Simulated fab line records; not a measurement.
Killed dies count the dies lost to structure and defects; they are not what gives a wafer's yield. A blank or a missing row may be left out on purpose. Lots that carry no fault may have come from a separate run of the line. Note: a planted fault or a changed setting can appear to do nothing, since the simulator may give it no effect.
Chamber matching	flow n5_finfet	N5_GATE_CUT_PECVD_57 on pecvd-03 has 3 sister chambers
The step deposits SiNx from SiH4/NH3/N2, target thk 21 nm. 20 wafers are shown with their chamber, then 10 later ones without.

WAFERS, EACH WITH ITS CHAMBER
wafer	chamber	throttle_valve_pct (%)	showerhead_plenum_p_Torr (Torr)	heater_power_w (W)
L075.3	2	37.6	5.20	568
L075.4	1	41.5	5.14	800
L075.6	1	41.7	5.14	793
L077.1	2	37.4	5.21	630
L077.3	2	37.2	5.21	610
L077.6	2	37.5	5.20	625
L080.1	2	37.5	5.22	608
L080.4	0	39.0	5.07	674
L080.5	1	41.8	5.15	815
L081.1	1	42.0	5.16	832
L081.3	0	39.2	5.05	613
L081.6	0	39.0	5.05	641
L084.2	2	37.4	5.20	654
L084.5	2	37.3	5.22	667
L084.6	0	39.2	5.05	701
L088.1	0	39.0	5.07	659
L088.2	2	37.5	5.20	654
L088.3	1	41.7	5.16	766
L089.1	2	37.4	5.21	657
L089.3	0	38.9	5.07	754

SIGNATURES (averages over the wafers above)
reading	chamber 0	chamber 1	chamber 2	scatter within a chamber
throttle_valve_pct	39.050	41.740	37.422	0.138
showerhead_plenum_p_Torr	5.0600	5.1500	5.2078	0.00957
heater_power_w	673.67	801.20	630.33	36.5
Rule: a wafer's distance from a chamber is the root of the sum, over the readings, of the square of ((its reading less the chamber's mean) divided by the reading's scatter). The wafer belongs to the nearest chamber; if the next one is less than 2 further off, it can't be placed. The scatter: the root of (the sum of the squares of (reading less its chamber's mean) over the shown wafers, divided by (wafers less chambers)).

WAFERS WITHOUT THEIR CHAMBER
wafer	throttle_valve_pct (%)	showerhead_plenum_p_Torr (Torr)	heater_power_w (W)
L089.5	38.8	5.06	747
L091.1	41.6	5.14	769
L091.4	41.5	5.15	780
L091.5	38.8	5.05	707
L095.4	38.9	5.07	743
L095.5	37.4	5.20	682
L095.6	41.9	5.14	743
L096.1	38.8	5.05	773
L096.3	41.6	5.14	804
L096.5	41.7	5.14	785

WHICH CHAMBER EACH WENT THROUGH
wafer	from the rows above	in truth
L089.5	0	0
L091.1	1	1
L091.4	1	1
L091.5	0	0
L095.4	0	0
L095.5	2	2
L095.6	1	1
L096.1	0	0
L096.3	1	1
L096.5	1	1
10 of 10 placed correctly. Number that these rows cannot place: 0. Number placed wrongly: 0.
